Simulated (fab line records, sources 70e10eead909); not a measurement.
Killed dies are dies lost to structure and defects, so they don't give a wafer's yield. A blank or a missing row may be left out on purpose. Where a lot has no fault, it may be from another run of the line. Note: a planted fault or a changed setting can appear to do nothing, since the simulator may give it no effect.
Matching of chambers -- flow nand-harc -- 3 sister chambers for NHARC_A_CONTACT_DEP_58 on pecvd-02
The step deposits SiON, target thk 90 nm. 3 wafers are shown with their chamber, then 8 later ones without.

## WAFERS PAIRED WITH THEIR CHAMBERS
wafer,chamber,heater-power-outer-w (W)
L085.3,0,482
L085.5,1,379
L092.1,2,548

## WAFERS WHOSE CHAMBER IS MISSING
wafer,heater-power-outer-w (W)
L092.2,442
L092.5,437
L090.1,565
L090.2,439
L090.3,455
L094.2,440
L094.4,421
L094.5,484

## THE CHAMBER EACH PASSED THROUGH
wafer,from the rows above,in truth
L092.2,can't be placed: 0 or 1 or 2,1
L092.5,can't be placed: 0 or 1 or 2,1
L090.1,can't be placed: 2 or 0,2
L090.2,can't be placed: 0 or 1 or 2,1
L090.3,can't be placed: 0 or 1 or 2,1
L094.2,can't be placed: 0 or 1 or 2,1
L094.4,can't be placed: 1 or 0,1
L094.5,can't be placed: 0 or 2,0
Correct placement for 0 of the 8. From these rows, 8 cannot be placed; in 8 the true chamber is one of the candidates. 0 placed wrongly.
How it was worked out, from the rows above alone: a wafer's distance from a chamber is the root of the sum, over the readings, of the square of ((its reading less the chamber's mean) divided by the reading's scatter). If the next closest chamber is less than 2 further off than the closest, the wafer can't be placed; otherwise it belongs to the closest. Each chamber's mean is taken over the wafers shown for it. The scatter: with one shown wafer a chamber, the root of the mean of the squares of how far each hidden wafer lies from its nearest shown one.
